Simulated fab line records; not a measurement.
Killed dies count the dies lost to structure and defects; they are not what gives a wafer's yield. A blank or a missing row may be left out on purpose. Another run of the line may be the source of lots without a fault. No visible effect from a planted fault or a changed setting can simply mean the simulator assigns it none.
fab line records -- flow nand-harc -- part 1 of 2: steps 1 to 38 of 42
record lots=5, wafers=14, last-day=32
route steps=1302 shown A_ONON_D2@569 A_CHANNEL_HOLE_D2@570 END@1301
lots untouched by any fault: they come from a run of this same line in which no faults occurred
start-h: start of the lot's first displayed wafer, in hours after the record's first day -- wait-h: time in hours since the lot's previous step -- " unchanged from the row above -- L1.1+2: several wafers, shown together as one row -- - no value, or no start was given -- * or withheld: withheld -- < > ~ a bound
route shown NAME@n: names a module that has steps shown in the file, with the first one's number in the route -- usual: the fault-free wafers' mean and standard deviation -- same: alike in all rows -- chamber/n: place in a boat -- sites: per-site readings -- _std_site: standard deviation of those values -- _edge_site: outer sites' mean less inner sites' -- radius-mm: for every site, how far away it sits from the centre of the wafer -- mask NAME#n: copy n -- behind: the most recent tool/chamber to have shaped the wafer -- hold: cause of the lot's hold/its duration in hours/its outcome -- device: whichever transistor did not switch (one of n, p or np) -- end of line: tests of these same wafers at the route's end -- a step without rows: its recipe alone -- killed: the dies lost at the first sort to structure and to defects; this is not the yield of the wafer -- map: per-die view of a wafer (x killed, . not killed, _ where there is no die)
set.NAME: the setting that was run; set.NAME@STEP: the one run at that earlier step -- model.NAME: the simulator's own value behind a step, which no gauge read
lots seen at some steps along the route; tables by step, rows by wafer
services: the hour from which a tool's chamber was out of use, counted from the record's first day as start-h (under 0 if before that day), plus the number of hours and why
## steps
# step NHARC_A_ONON_D2_INSPECT_32
# usual raw-defect-count=394/150
lot.wafer,tool,chamber,start-h,wait-h,raw-defect-count
L133.2,defect-inspect-02,-,310.93,0.0,343
L133.3,defect-inspect-02,-,310.93,0.0,369
L133.6,defect-inspect-02,-,310.93,0.0,302
L135.2,defect-inspect-02,-,344.92,0.0,350
L135.3,defect-inspect-02,-,344.92,0.0,293
L135.5,defect-inspect-02,-,344.92,0.0,390
L136.3,defect-inspect-01,-,354.85,0.0,599
L136.4,defect-inspect-01,-,354.85,0.0,563
L136.6,defect-inspect-01,-,354.85,0.0,414
L145.1,defect-inspect-01,-,424.52,0.0,412
L145.3,defect-inspect-01,-,424.52,0.0,612
L145.4,defect-inspect-01,-,424.52,0.0,308
L150.2,defect-inspect-02,-,480.71,0.0,284
L150.5,defect-inspect-02,-,480.71,0.0,256
# step NHARC_A_CHANNEL_HOLE_D2_DEP_00
# recipe target-thk-a=31000, temp-c=400, material=aC
# step NHARC_A_CHANNEL_HOLE_D2_DEP_01
# recipe target-thk-a=1400, target-thk-nm=140, temp-c=400, pressure-torr=3.5, flow-sccm=200, rf-w=350, material=SiON
# step NHARC_A_CHANNEL_HOLE_D2_DEHYDRATE_02
# recipe temp-c=150, time-s=120
# step NHARC_A_CHANNEL_HOLE_D2_HMDS_03
# recipe time-s=30
# step NHARC_A_CHANNEL_HOLE_D2_COAT_36
# recipe temp-c=260, time-s=75
# step NHARC_A_CHANNEL_HOLE_D2_COAT_37
# recipe temp-c=225, time-s=65
# step NHARC_A_CHANNEL_HOLE_D2_COAT_04
# recipe spin-rpm=1500, resist-thk-nm=90
# step NHARC_A_CHANNEL_HOLE_D2_SOFTBAKE_05
# recipe temp-c=105, time-s=55
# step NHARC_A_CHANNEL_HOLE_D2_EBR_06
# step NHARC_A_CHANNEL_HOLE_D2_EXPOSE_07
# recipe na=1.35, target-cd-nm=100, sigma-outer=0.3, dose-mj=59.65, mask-id=HOLE_D2
# step NHARC_A_CHANNEL_HOLE_D2_PEB_08
# recipe peb-temp-c=100, peb-time-s=65
lot.wafer,tool,chamber,start-h,wait-h
L133.2+3+6,litho-track-01,0,316.91,0.1
L135.2+3+5,litho-track-04,0,349.45,0.1
L136.3+4+6,litho-track-01,0,363.39,0.0
L145.1+3+4,litho-track-06,0,429.01,0.1
L150.2+5,litho-track-06,0,486.39,0.1
# step NHARC_A_CHANNEL_HOLE_D2_DEVELOP_09
# recipe develop-time-s=35, dev-temp-c=23
# step NHARC_A_CHANNEL_HOLE_D2_CD_MEAS_10
# recipe target-cd-nm=100, landing-energy-ev=500
# usual cd-nm=100.3/0.74
lot.wafer,tool,chamber,start-h,wait-h,cd-nm
L133.2,cd-sem-02,0,317.00,-,99.0
L133.3,cd-sem-02,0,317.00,-,100.6
L133.6,cd-sem-02,0,317.00,-,100.0
L135.2,cd-sem-02,0,349.53,-,100.4
L135.3,cd-sem-02,0,349.53,-,101.0
L135.5,cd-sem-02,0,349.53,-,100.8
L136.3,cd-sem-02,0,363.48,-,99.5
L136.4,cd-sem-02,0,363.48,-,99.9
L136.6,cd-sem-02,0,363.48,-,98.7
L145.1,cd-sem-01,0,429.09,-,100.7
L145.3,cd-sem-01,0,429.09,-,101.0
L145.4,cd-sem-01,0,429.09,-,100.3
L150.2,cd-sem-02,0,486.47,-,115.7
L150.5,cd-sem-02,0,486.47,-,100.3
# step NHARC_A_CHANNEL_HOLE_D2_OVL_MEAS_11
# usual overlay-x-nm=-0.2/0.72, overlay-y-nm=-0.1/0.83
lot.wafer,tool,chamber,start-h,wait-h,overlay-x-nm,overlay-y-nm
L133.2,overlay-02,-,317.08,-,1.6,-1.2
L133.3,overlay-02,-,317.08,-,1.3,-1.4
L133.6,overlay-02,-,317.08,-,0.8,-1.3
L135.2,overlay-01,-,349.62,-,-0.3,-0.6
L135.3,overlay-01,-,349.62,-,-0.5,-0.6
L135.5,overlay-01,-,349.62,-,-0.5,-0.7
L136.3,overlay-01,-,363.56,-,0.9,-1.6
L136.4,overlay-01,-,363.56,-,0.7,-1.8
L136.6,overlay-01,-,363.56,-,1.0,-1.9
L145.1,overlay-01,-,429.18,-,-0.4,1.0
L145.3,overlay-01,-,429.18,-,-0.6,1.0
L145.4,overlay-01,-,429.18,-,-0.4,0.9
L150.2,overlay-02,-,486.56,-,-0.8,-1.2
L150.5,overlay-02,-,486.56,-,-0.7,-0.9
# step NHARC_A_CHANNEL_HOLE_D2_INSPECT_12
# usual raw-defect-count=28/22
lot.wafer,tool,chamber,start-h,wait-h,raw-defect-count
L133.2,defect-inspect-01,-,317.12,0.0,51
L133.3,defect-inspect-01,-,317.12,0.0,52
L133.6,defect-inspect-01,-,317.12,0.0,61
L135.2,defect-inspect-02,-,349.65,0.0,38
L135.3,defect-inspect-02,-,349.65,0.0,52
L135.5,defect-inspect-02,-,349.65,0.0,54
L136.3,defect-inspect-02,-,363.60,0.0,8
L136.4,defect-inspect-02,-,363.60,0.0,8
L136.6,defect-inspect-02,-,363.60,0.0,7
L145.1,defect-inspect-02,-,429.21,0.0,16
L145.3,defect-inspect-02,-,429.21,0.0,15
L145.4,defect-inspect-02,-,429.21,0.0,16
L150.2,defect-inspect-02,-,486.59,0.0,18
L150.5,defect-inspect-02,-,486.59,0.0,18
# step NHARC_A_CHANNEL_HOLE_D2_DESCUM_15
# recipe time-s=3, o2-flow-sccm=200, ar-flow-sccm=0, bias-power-w=0, chemistry=O2
# usual drypump-motor-current-A=5.9/0.35, oes-product-au=1.002/0.012, rf-vpp-V=57.8/0.9, showerhead-plenum-p-Torr=1.92/0.071, throttle-valve-pct=11.310/0.0084
# same time-s=3
lot.wafer,tool,chamber,start-h,wait-h,drypump-motor-current-A,oes-product-au,rf-hours-counter-h,rf-vpp-V,showerhead-plenum-p-Torr,throttle-valve-pct,model.A_CHANNEL_HOLE_D2.cd-nm
L133.3,rie-diel-07,1,317.18,0.1,6.0,1.008,0.3,56.7,1.90,11.328,100.7
L133.2,rie-diel-07,2,317.18,0.1,5.6,0.999,0.3,54.7,1.90,11.313,99.67
L133.6,rie-diel-07,2,317.18,0.1,5.6,0.995,-,57.8,1.90,11.304,99.92
L135.3,rie-diel-10,3,349.71,0.1,6.1,1.005,5.2,56.7,1.78,11.299,100.5
L135.2,rie-diel-10,0,349.71,0.1,5.9,1.028,4.2,58.2,1.88,11.305,100.9
L135.5,rie-diel-10,0,349.71,0.1,5.9,1.013,-,56.3,1.88,11.318,101.3
L136.3,rie-diel-05,0,363.68,0.1,6.0,0.987,6.6,59.5,1.96,11.308,100.1
L136.6,rie-diel-05,2,363.68,0.1,5.4,1.003,-,58.0,1.90,11.307,98.94
L136.4,rie-diel-05,3,363.68,0.1,6.4,1.037,-,58.1,1.95,11.306,100.5
L145.3,rie-diel-05,0,429.27,0.1,6.0,1.001,0.9,58.0,1.96,11.297,101.3
L145.4,rie-diel-05,1,429.27,0.1,5.9,1.014,0.7,58.3,2.01,11.307,100.5
L145.1,rie-diel-05,2,429.27,0.1,5.4,1.009,0.7,58.4,1.89,11.299,100.6
L150.2,rie-diel-10,1,486.68,0.1,6.5,1.009,4.5,57.0,1.77,11.301,116.3
L150.5,rie-diel-10,2,486.68,0.1,6.0,1.004,-,58.0,1.78,11.321,100.3
# step NHARC_A_CHANNEL_HOLE_D2_ETCH_38
# recipe target-depth-a=390, over-etch-frac=0.3, time-s=65, ion-energy-ev=80, cf4-flow-sccm=150, ar-flow-sccm=0, rf-w=300, bias-w=100, chemistry=CF4
# usual drypump-motor-current-A=5.9/0.35, oes-product-au=1.001/0.014, rf-vpp-V=151.2/1.1, showerhead-plenum-p-Torr=1.77/0.059, throttle-valve-pct=13.284/0.0098
# same time-s=65
lot.wafer,tool,chamber,start-h,wait-h,drypump-motor-current-A,oes-product-au,rf-hours-counter-h,rf-vpp-V,showerhead-plenum-p-Torr,throttle-valve-pct
L133.3,rie-diel-07,2,317.27,0.1,5.6,0.990,0.3,152.4,1.76,13.290
L133.2,rie-diel-07,3,317.27,0.1,5.4,1.014,0.3,151.6,1.79,13.272
L133.6,rie-diel-07,2,317.27,0.1,5.6,0.995,-,151.2,1.76,13.290
L135.3,rie-diel-10,3,349.80,0.1,6.1,0.996,5.2,150.0,1.66,13.286
L135.2,rie-diel-10,2,349.80,0.1,6.0,1.008,5.0,149.7,1.66,13.294
L135.5,rie-diel-10,0,349.80,0.1,5.9,1.009,-,151.0,1.74,13.277
L136.3,rie-diel-05,0,363.77,0.1,6.0,0.985,6.6,151.3,1.81,13.276
L136.6,rie-diel-05,0,363.77,0.1,5.9,0.972,-,151.0,1.81,13.288
L136.4,rie-diel-05,2,363.77,0.1,5.4,0.997,-,152.3,1.75,13.268
L145.1,rie-diel-05,0,429.37,0.1,6.0,0.993,0.9,150.7,1.81,13.262
L145.4,rie-diel-05,1,429.37,0.1,5.9,1.007,0.8,153.2,1.85,13.266
L145.3,rie-diel-05,2,429.37,0.1,5.3,1.007,0.7,149.8,1.75,13.281
L150.2,rie-diel-10,1,486.74,0.1,6.5,0.988,4.5,150.7,1.65,13.281
L150.5,rie-diel-10,2,486.74,0.1,6.0,0.994,-,150.7,1.66,13.288
# step NHARC_A_CHANNEL_HOLE_D2_ETCH_39
# recipe target-depth-a=2600, over-etch-frac=0.3, time-s=325, ion-energy-ev=200, n2-flow-sccm=150, h2-flow-sccm=150, ar-flow-sccm=0, rf-w=400, bias-w=150, chemistry=N2/H2
# usual drypump-motor-current-A=5.9/0.35, h2-flow-sccm=150.0/0.43, n2-flow-sccm=150.0/0.42, oes-product-au=1.002/0.014, rf-vpp-V=430.5/2.2, showerhead-plenum-p-Torr=2.04/0.076, throttle-valve-pct=14.170/0.0081
# same time-s=325
lot.wafer,tool,chamber,start-h,wait-h,drypump-motor-current-A,h2-flow-sccm,n2-flow-sccm,oes-product-au,rf-hours-counter-h,rf-vpp-V,showerhead-plenum-p-Torr,throttle-valve-pct
L133.2,rie-diel-07,1,-,-,6.0,150.9,150.0,1.010,0.4,429.9,2.03,14.174
L133.3,rie-diel-07,3,-,-,5.4,150.2,150.0,1.016,0.4,429.8,2.06,14.148
L133.6,rie-diel-07,0,-,-,6.3,150.6,150.8,1.032,-,431.5,2.09,14.170
L135.2,rie-diel-10,1,-,-,6.5,150.3,150.4,0.999,4.8,426.8,1.89,14.172
L135.3,rie-diel-10,2,-,-,6.0,150.3,150.1,1.011,5.1,425.6,1.90,14.183
L135.5,rie-diel-10,0,-,-,5.9,150.0,150.2,1.029,-,428.6,2.00,14.166
L136.3,rie-diel-05,0,-,-,6.0,150.2,150.8,0.973,6.7,430.8,2.09,14.156
L136.4,rie-diel-05,2,-,-,5.4,150.8,150.2,1.005,-,429.1,2.02,14.162
L136.6,rie-diel-05,3,-,-,6.3,149.7,150.0,1.008,-,431.8,2.08,14.170
L145.1,rie-diel-05,1,-,-,5.9,150.3,149.4,1.015,0.8,432.0,2.14,14.181
L145.3,rie-diel-05,2,-,-,5.4,150.2,149.9,1.007,0.8,430.1,2.02,14.182
L145.4,rie-diel-05,0,-,-,5.9,149.6,150.9,1.001,1.0,433.1,2.09,14.172
L150.2,rie-diel-10,3,-,-,6.0,150.2,149.8,0.989,4.0,426.9,1.89,14.172
L150.5,rie-diel-10,3,-,-,6.1,149.4,149.5,0.992,-,426.9,1.90,14.167
# step NHARC_A_CHANNEL_HOLE_D2_ETCH_34
# recipe target-depth-a=1540, time-s=77, cf4-flow-sccm=100, chf3-flow-sccm=30, ar-flow-sccm=0, rf-w=500, bias-w=200, chemistry=CF4/CHF3
# step NHARC_A_CHANNEL_HOLE_D2_ETCH_16
# recipe target-depth-a=31000, over-etch-frac=0.3, time-s=806, ion-energy-ev=150, o2-flow-sccm=400, cos-flow-sccm=20, ar-flow-sccm=0, rf-w=500, bias-w=300, chemistry=O2/COS
# usual drypump-motor-current-A=5.9/0.36, oes-product-au=1.002/0.014, rf-vpp-V=314.2/1.8, showerhead-plenum-p-Torr=3.13/0.11, throttle-valve-pct=28.330/0.0094
# same time-s=806
lot.wafer,tool,chamber,start-h,wait-h,drypump-motor-current-A,oes-product-au,rf-hours-counter-h,rf-vpp-V,showerhead-plenum-p-Torr,throttle-valve-pct
L133.3,rie-diel-07,3,-,-,5.4,1.012,0.5,314.8,3.15,28.327
L133.2,rie-diel-07,0,-,-,6.3,1.032,0.6,315.7,3.19,28.331
L133.6,rie-diel-07,3,-,-,5.4,1.012,-,317.0,3.15,28.321
L135.2,rie-diel-10,2,-,-,6.0,1.003,5.3,310.2,2.92,28.331
L135.3,rie-diel-10,0,-,-,5.9,1.019,4.6,314.3,3.07,28.323
L135.5,rie-diel-10,2,-,-,6.0,1.007,-,310.9,2.92,28.342
L136.3,rie-diel-05,3,-,-,6.4,1.018,5.4,314.5,3.18,28.341
L136.4,rie-diel-05,0,-,-,6.0,0.982,-,313.8,3.20,28.317
L136.6,rie-diel-05,2,-,-,5.4,1.004,-,313.0,3.09,28.321
L145.1,rie-diel-05,3,-,-,6.3,0.995,1.2,314.6,3.17,28.329
L145.3,rie-diel-05,0,-,-,6.0,0.991,1.2,314.5,3.20,28.342
L145.4,rie-diel-05,1,-,-,5.9,1.009,1.1,316.4,3.26,28.342
L150.2,rie-diel-10,0,-,-,5.9,1.018,4.9,313.7,3.06,28.317
L150.5,rie-diel-10,1,-,-,6.5,0.992,-,311.6,2.91,28.328
# step NHARC_A_CHANNEL_HOLE_D2_CD_MEAS_18
# usual cd-nm=99.9/2.6
lot.wafer,tool,chamber,start-h,wait-h,cd-nm
L133.2,cd-sem-02,-,318.29,-,102.2
L133.3,cd-sem-02,-,318.29,-,104.2
L133.6,cd-sem-02,-,318.29,-,102.2
L135.2,cd-sem-02,-,350.83,-,105.9
L135.3,cd-sem-02,-,350.83,-,104.8
L135.5,cd-sem-02,-,350.83,-,106.6
L136.3,cd-sem-03,-,364.98,-,94.5
L136.4,cd-sem-03,-,364.98,-,98.5
L136.6,cd-sem-03,-,364.98,-,99.1
L145.1,cd-sem-01,-,430.39,-,101.4
L145.3,cd-sem-01,-,430.39,-,100.0
L145.4,cd-sem-01,-,430.39,-,97.1
L150.2,cd-sem-02,-,487.77,-,116.2
L150.5,cd-sem-02,-,487.77,-,100.3
# step NHARC_A_CHANNEL_HOLE_D2_ETCH_19
# recipe bias-v=1200, source-w=2500, pressure-mtorr=15, time-s=34.5, ar-flow-sccm=375, c4f8-flow-sccm=28.8, o2-flow-sccm=96.2, temp-c=-20, target-depth-a=*, chemistry=C4F8/O2/Ar
# usual drypump-motor-current-A=5.46/0.29, showerhead-plenum-p-Torr=3.68/0.14, throttle-valve-pct=37.037/0.0099
# same time-s=34.5
lot.wafer,tool,chamber,start-h,wait-h,drypump-motor-current-A,rf-hours-counter-h,showerhead-plenum-p-Torr,throttle-valve-pct
L133.2,har-etch-01,0,318.36,0.1,5.13,165,3.65,37.035
L133.3,har-etch-01,0,318.36,0.1,5.12,-,3.65,37.047
L133.6,har-etch-01,1,318.36,0.1,5.80,-,3.57,37.035
L135.2,har-etch-01,1,351.22,0.4,5.78,184,3.56,37.041
L135.3,har-etch-01,0,351.22,0.4,5.13,-,3.64,37.038
L135.5,har-etch-01,1,351.22,0.4,5.79,-,3.56,37.034
L136.4,har-etch-01,0,366.95,2.0,5.13,-,3.64,37.035
L136.3,har-etch-01,1,366.95,2.0,5.81,-,3.55,37.024
L136.6,har-etch-01,0,366.95,2.0,5.14,-,3.64,37.040
L145.1,har-etch-01,0,430.50,0.1,5.13,234,3.61,37.050
L145.3,har-etch-01,1,430.50,0.1,5.79,-,3.53,37.059
L145.4,har-etch-01,0,430.50,0.1,5.12,-,3.61,37.043
L150.2,har-etch-02,0,487.84,0.1,5.23,57,3.95,37.028
L150.5,har-etch-02,1,487.84,0.1,5.71,-,3.71,37.041
# step NHARC_A_CHANNEL_HOLE_D2_ETCH_20
# recipe bias-v=3000, source-w=withheld, pressure-mtorr=20, time-s=361.9, ar-flow-sccm=375, c4f8-flow-sccm=89.3, o2-flow-sccm=35.7, temp-c=-20, target-depth-a=16000, chemistry=C4F8/O2/Ar
# step NHARC_A_CHANNEL_HOLE_D2_ETCH_21
# recipe bias-v=3000, source-w=withheld, pressure-mtorr=20, time-s=514.3, ar-flow-sccm=375, c4f8-flow-sccm=89.3, o2-flow-sccm=35.7, temp-c=-20, target-depth-a=16000, chemistry=C4F8/O2/Ar
# step NHARC_A_CHANNEL_HOLE_D2_ETCH_22
# recipe bias-v=3000, source-w=withheld, pressure-mtorr=20, time-s=666.7, ar-flow-sccm=375, c4f8-flow-sccm=89.3, o2-flow-sccm=35.7, temp-c=-20, target-depth-a=16000, chemistry=C4F8/O2/Ar
# step NHARC_A_CHANNEL_HOLE_D2_ETCH_23
# recipe bias-v=5000, source-w=withheld, pressure-mtorr=20, time-s=819, ar-flow-sccm=375, c4f8-flow-sccm=89.3, o2-flow-sccm=35.7, temp-c=-20, target-depth-a=16000, chemistry=C4F8/O2/Ar
# step NHARC_A_CHANNEL_HOLE_D2_ETCH_24
# recipe bias-v=5000, source-w=withheld, pressure-mtorr=20, time-s=906.2, ar-flow-sccm=375, c4f8-flow-sccm=93.8, o2-flow-sccm=31.2, temp-c=-20, target-depth-a=15000, chemistry=C4F8/O2/Ar
# step NHARC_A_CHANNEL_HOLE_D2_ETCH_25
# recipe bias-v=5000, source-w=withheld, pressure-mtorr=20, time-s=1040.2, ar-flow-sccm=375, c4f8-flow-sccm=93.8, o2-flow-sccm=31.2, temp-c=-20, target-depth-a=15000, chemistry=C4F8/O2/Ar
# step NHARC_A_CHANNEL_HOLE_D2_ETCH_26
# recipe bias-v=300, source-w=2000, pressure-mtorr=30, time-s=224.1, ar-flow-sccm=375, c4f8-flow-sccm=11.4, o2-flow-sccm=113.6, temp-c=-20, target-depth-a=3000, chemistry=C4F8/O2/Ar
# usual drypump-motor-current-A=5.46/0.29, showerhead-plenum-p-Torr=3.68/0.14, throttle-valve-pct=24.583/0.0096
# same time-s=224.1
lot.wafer,tool,chamber,start-h,wait-h,drypump-motor-current-A,rf-hours-counter-h,showerhead-plenum-p-Torr,throttle-valve-pct
L133.2,har-etch-01,0,322.13,0.7,5.13,168,3.65,24.593
L133.3,har-etch-01,0,322.13,0.7,5.13,-,3.65,24.574
L133.6,har-etch-01,1,322.13,0.7,5.80,-,3.57,24.589
L135.2,har-etch-01,1,354.99,0.7,5.78,187,3.56,24.582
L135.3,har-etch-01,0,354.99,0.7,5.14,-,3.64,24.565
L135.5,har-etch-01,1,354.99,0.7,5.79,-,3.55,24.578
L136.4,har-etch-01,0,370.75,0.5,5.14,-,3.64,24.581
L136.3,har-etch-01,1,370.75,0.5,5.82,-,3.55,24.594
L136.6,har-etch-01,0,370.75,0.5,5.13,-,3.64,24.581
L145.1,har-etch-01,0,434.30,0.6,5.15,237,3.61,24.578
L145.3,har-etch-01,1,434.30,0.6,5.80,-,3.53,24.575
L145.4,har-etch-01,0,434.30,0.6,5.14,-,3.61,24.578
L150.2,har-etch-02,0,491.62,0.7,5.24,61,3.95,24.586
L150.5,har-etch-02,1,491.62,0.7,5.68,-,3.71,24.589
# step NHARC_A_CHANNEL_HOLE_D2_ETCH_27
# recipe bias-v=400, source-w=2000, pressure-mtorr=25, time-s=90, ar-flow-sccm=375, c4f8-flow-sccm=41.7, o2-flow-sccm=83.3, temp-c=-20, target-depth-a=4000, chemistry=C4F8/O2/Ar
# step NHARC_A_CHANNEL_HOLE_D2_STRIP_41
# recipe n2-flow-sccm=150, h2-flow-sccm=150, ar-flow-sccm=0, bias-w=0, chemistry=N2/H2
# step NHARC_A_CHANNEL_HOLE_D2_STRIP_42
# recipe cf4-flow-sccm=100, chf3-flow-sccm=30, ar-flow-sccm=0, bias-w=0, chemistry=CF4/CHF3
# step NHARC_A_CHANNEL_HOLE_D2_STRIP_43
# recipe o2-flow-sccm=400, cos-flow-sccm=20, ar-flow-sccm=0, bias-w=0, chemistry=O2/COS
# step NHARC_A_CHANNEL_HOLE_D2_ETCH_44
# recipe target-depth-a=1400, overetch-a=140, time-s=77, ion-energy-ev=100, cf4-flow-sccm=80, o2-flow-sccm=20, ar-flow-sccm=0, rf-w=300, bias-w=100, chemistry=CF4/O2
# usual drypump-motor-current-A=5.9/0.35, oes_ar_750_au=1.000/0.0049, oes_o_777_au=1.000/0.0039, oes-product-au=1.004/0.013, rf-vpp-V=197.7/1.3, showerhead-plenum-p-Torr=1.33/0.046, throttle-valve-pct=13.398/0.0087
# same time-s=77
lot.wafer,tool,chamber,start-h,wait-h,drypump-motor-current-A,oes_ar_750_au,oes_o_777_au,oes-product-au,rf-hours-counter-h,rf-vpp-V,showerhead-plenum-p-Torr,throttle-valve-pct,model.A_CHANNEL_HOLE_D2.cd-nm
L133.2,rie-diel-05,3,323.08,0.1,6.3,1.003,0.996,0.998,4.5,199.4,1.36,13.394,87.61
L133.3,rie-diel-05,1,323.08,0.1,5.9,1.001,1.004,0.990,4.3,198.2,1.40,13.394,89.71
L133.6,rie-diel-05,0,323.08,0.1,6.0,0.994,1.003,0.969,-,198.5,1.37,13.390,86.65
L135.3,rie-diel-07,2,355.95,0.1,5.5,1.001,1.003,1.018,2.3,197.3,1.33,13.386,88.97
L135.2,rie-diel-07,3,355.95,0.1,5.3,1.002,1.000,1.000,2.3,197.5,1.35,13.402,91.91
L135.5,rie-diel-07,1,355.95,0.1,6.0,1.000,1.001,1.008,-,197.9,1.33,13.393,90.49
L136.4,rie-diel-07,1,371.64,0.1,6.0,0.995,1.004,0.997,3.5,197.6,1.33,13.389,89.3
L136.3,rie-diel-07,3,371.64,0.1,5.4,0.998,1.001,1.009,3.3,199.7,1.35,13.398,89.59
L136.6,rie-diel-07,0,371.64,0.1,6.2,1.002,0.998,1.026,-,200.4,1.37,13.396,86.47
L145.1,rie-diel-07,0,435.24,0.1,6.3,1.000,0.996,1.033,8.2,197.4,1.37,13.392,89.94
L145.3,rie-diel-07,3,435.24,0.1,5.4,0.999,1.004,1.014,7.2,195.5,1.35,13.423,92.64
L145.4,rie-diel-07,0,435.24,0.1,6.3,0.994,0.997,1.034,-,198.9,1.37,13.406,90.19
L150.2,rie-diel-07,2,492.58,0.1,5.5,1.007,1.006,1.016,0.2,196.1,1.33,13.401,104.8
L150.5,rie-diel-07,1,492.58,0.1,6.0,0.993,1.002,0.997,-,195.9,1.32,13.407,86.27
# step NHARC_A_CHANNEL_HOLE_D2_STRIP_28
# recipe o2-flow-sccm=500, ar-flow-sccm=0, bias-w=0, chemistry=O2
# step NHARC_A_CHANNEL_HOLE_D2_PRECLEAN_29
# recipe time-s=*, temp-c=50, bath-age-min=0, chemistry=SC1
# step NHARC_A_CHANNEL_HOLE_D2_SRD_30
## key
first-sign step=NHARC_A_CHANNEL_HOLE_D2_CD_MEAS_10, reading=cd-nm, direction=up, sigmas=21, usual=100.3, struck=115.7
effect step=NHARC_A_CHANNEL_HOLE_D2_CD_MEAS_18, reading=cd-nm, direction=up, sigmas=6.3, usual=99.9, struck=116.2
effect step=NHARC_A_CHANNEL_HOLE_D2_CD_MEAS_31, reading=cd-nm, direction=up, sigmas=9.2, usual=89.4, struck=104.8
effect step=NHARC_A_CHANNEL_HOLE_D2_XSEM_32, reading=bot-cd-nm, direction=up, sigmas=9.1, usual=74.0, struck=90.7
effect step=NHARC_END_WLT_00, reading=VT_DECK2_MIDDLE_INNER, direction=up, sigmas=5.5, usual=0.884, struck=0.919
model-effect step=NHARC_A_CHANNEL_HOLE_D2_DESCUM_15, value=A_CHANNEL_HOLE_D2.cd-nm, without=100.9, struck=116.3
model-effect step=NHARC_A_CHANNEL_HOLE_D2_ETCH_44, value=A_CHANNEL_HOLE_D2.cd-nm, without=89.4, struck=104.8
met-at NHARC_A_CHANNEL_HOLE_D2_PEB_08
struck-wafers L150.2
sort-left-out L150.2
tester-left-out L150
onset-between 429.01 486.39
fault kind=process-parameter-drift, tool=litho-track-06, chamber=-, onset-h=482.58, steps=NHARC_A_CHANNEL_HOLE_D2_PEB_08, channel=peb-time-s, offset=*, shape=step, end-h=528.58, scope=struck-wafers-only, acts-in=*, stated=*
# tester-left-out: of these lots the tester's yield and bins aren't shown, on N5 and GAA mostly nor the transistor test; their killed dies are dies lost to structure and defects alone, not to doping, threshold or leakage, so they don't give the yield
# sort-left-out: the simulated sort isn't trusted on such a fault, so these wafers' sort isn't shown, and their yield isn't known
